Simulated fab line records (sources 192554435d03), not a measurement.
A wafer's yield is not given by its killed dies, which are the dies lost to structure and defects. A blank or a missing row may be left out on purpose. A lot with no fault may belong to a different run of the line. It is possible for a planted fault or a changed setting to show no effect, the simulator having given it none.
Matching of chambers	flow n5-finfet	N5_BEOL_M10_ETCH_66 on rie-diel-05: 4 sister chambers
The step etches SOC in N2/H2, target depth 120 nm, overetch 24 nm, time 180 s. 18 wafers are shown with their chamber, then 9 later ones without.

== EACH WAFER AND ITS CHAMBER ==
wafer	chamber	drypump-motor-current-A (A)	showerhead-plenum-p-Torr (Torr)	throttle-valve-pct (%)
L078.1	1	6.1	2.57	17.48
L078.4	0	5.4	2.50	17.90
L078.5	2	5.7	2.66	18.06
L083.4	2	5.7	2.66	18.06
L083.5	1	6.1	2.57	17.48
L083.6	0	5.4	2.50	17.92
L088.1	0	5.4	2.49	17.94
L088.2	1	6.1	2.57	17.51
L088.3	2	5.7	2.66	18.10
L087.2	1	6.1	2.57	17.53
L087.3	2	5.6	2.66	18.08
L087.6	2	5.7	2.66	18.09
L090.1	3	6.1	2.51	17.79
L090.3	1	6.1	2.56	17.51
L090.5	1	6.1	2.56	17.50
L091.1	1	6.1	2.56	17.52
L091.2	2	5.7	2.65	18.11
L091.4	0	5.4	2.49	17.98

SIGNATURES, as means of the wafers listed above
reading	chamber 0	chamber 1	chamber 2	chamber 3	scatter within a chamber
drypump-motor-current-A	5.400	6.100	5.683	6.100	0.0244
showerhead-plenum-p-Torr	2.4950	2.5657	2.6583	2.5100	0.00503
throttle-valve-pct	17.9350	17.5043	18.0833	17.7900	0.0236
Rule: a wafer lies at a distance from a chamber equal to the root of the sum of squares, over the readings, of (its reading less the chamber's mean, divided by the reading's scatter). The wafer belongs to the nearest chamber; if the next one is less than 2 further off, it can't be placed. The scatter: the root of (the sum of the squares of (reading less its chamber's mean) over the shown wafers, divided by (wafers less chambers)).

== WAFERS WITH NO CHAMBER GIVEN ==
wafer	drypump-motor-current-A (A)	showerhead-plenum-p-Torr (Torr)	throttle-valve-pct (%)
L093.1	6.1	2.51	17.81
L093.5	6.1	2.56	17.53
L093.6	5.4	2.49	17.97
L094.2	6.1	2.56	17.54
L094.3	5.7	2.65	18.11
L094.5	5.3	2.49	17.97
L097.2	5.7	2.65	18.11
L097.4	5.4	2.48	17.98
L097.5	5.7	2.65	18.11

== WHICH CHAMBER EACH ONE RAN IN ==
wafer	from the rows above	in truth
L093.1	3	3
L093.5	1	1
L093.6	0	0
L094.2	1	1
L094.3	2	2
L094.5	0	0
L097.2	2	2
L097.4	0	0
L097.5	2	2
Placed correctly: 9 of 9. Left unplaced by these rows: 0. Wrongly placed: 0.
